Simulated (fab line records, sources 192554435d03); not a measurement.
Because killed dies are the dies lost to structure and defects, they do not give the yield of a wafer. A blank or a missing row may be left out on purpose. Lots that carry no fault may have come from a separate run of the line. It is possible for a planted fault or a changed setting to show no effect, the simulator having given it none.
Lot-split experiment -- flow n5_finfet -- 21 wafers read across 7 lots, on a route 1938 steps long

## THE SPLIT
At N5_WELL_APT_COAT_19 (resist thk 950 nm), the setting spin_rpm was moved away from the recipe's 1357 rpm on 10 of the 21 wafers read, by -10.8% to +9.7%. The other wafers ran this setting at the recipe's value.

The reading comes from the split's own step.

## THE READING
coat_of_WELL_APT_COAT_19.thk_nm (the simulator's own value, which no gauge read), in nm, at N5_WELL_APT_COAT_19 (resist thk 950 nm). No usual value for it is given in the file. Here, 11 wafers ran the recipe; their average is 948.2 nm with a standard deviation of 2.7 nm.

wafer,"tool, chamber at the split","spin_rpm as run, rpm",against the recipe,"coat_of_WELL_APT_COAT_19.thk_nm, nm",against lot-mates on the recipe
L081.2,"litho_track-03, 0",1210,-10.8%,1002,no lot-mate on the recipe
L081.6,"litho_track-03, 0",1210,-10.8%,1002,no lot-mate on the recipe
L081.5,"litho_track-03, 0",1210,-10.8%,1004,no lot-mate on the recipe
L083.2,"litho_track-01, 0",1285,-5.3%,981.6,+28.1
L083.4,"litho_track-01, 0",1285,-5.3%,978.7,+25.2
L083.5,"litho_track-01, 0",1357,recipe,953.5,-
L085.1,"litho_track-05, 0",1357,recipe,945.7,-
L085.2,"litho_track-05, 0",1446,+6.6%,917.8,-27.7
L085.6,"litho_track-05, 0",1357,recipe,945.2,-
L086.3,"litho_track-01, 0",1357,recipe,946.7,-
L086.5,"litho_track-01, 0",1357,recipe,952,-
L086.6,"litho_track-01, 0",1489,+9.7%,906.6,-42.8
L089.3,"litho_track-03, 0",1396,+2.9%,931.1,-15.8
L089.5,"litho_track-03, 0",1357,recipe,946.9,-
L089.6,"litho_track-03, 0",1396,+2.9%,931.7,-15.2
L090.2,"litho_track-01, 0",1429,+5.3%,923.7,-26.0
L090.4,"litho_track-01, 0",1357,recipe,951.2,-
L090.6,"litho_track-01, 0",1357,recipe,948.1,-
L096.2,"litho_track-01, 0",1357,recipe,947.5,-
L096.3,"litho_track-01, 0",1357,recipe,946.6,-
L096.5,"litho_track-01, 0",1357,recipe,946.3,-

FIT RESULTS
A straight line over all 21 wafers: coat_of_WELL_APT_COAT_19.thk_nm changes by -4.95 nm for each +1% of spin_rpm; r = -0.99; the points scatter about the line by 3.2 nm.
The same after taking each lot's own level away (the mean of its wafers on the recipe; 18 wafers): -4.65 nm for each +1%; r = -0.99; scatter 1.9 nm.
According to that fit, moving spin_rpm by its largest amount changes the reading by 50 nm.
From 945.45 to 953.50 nm: that is the span of the lots' own levels, equal to 3.0 times the standard deviation above.
Hence the lot-to-lot level has little effect on the slope; both slopes agree.
Check: -46.6 nm against its lot-mates is what the line predicts for one of the wafers moved furthest among these (+9.7%) when that wafer is left out of the fit. Against them it came out at -42.8 nm.

## THE FILE'S OWN FIT
coat_of_WELL_APT_COAT_19.thk_nm changes by -4.55 nm for each +1% of spin_rpm, r = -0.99.
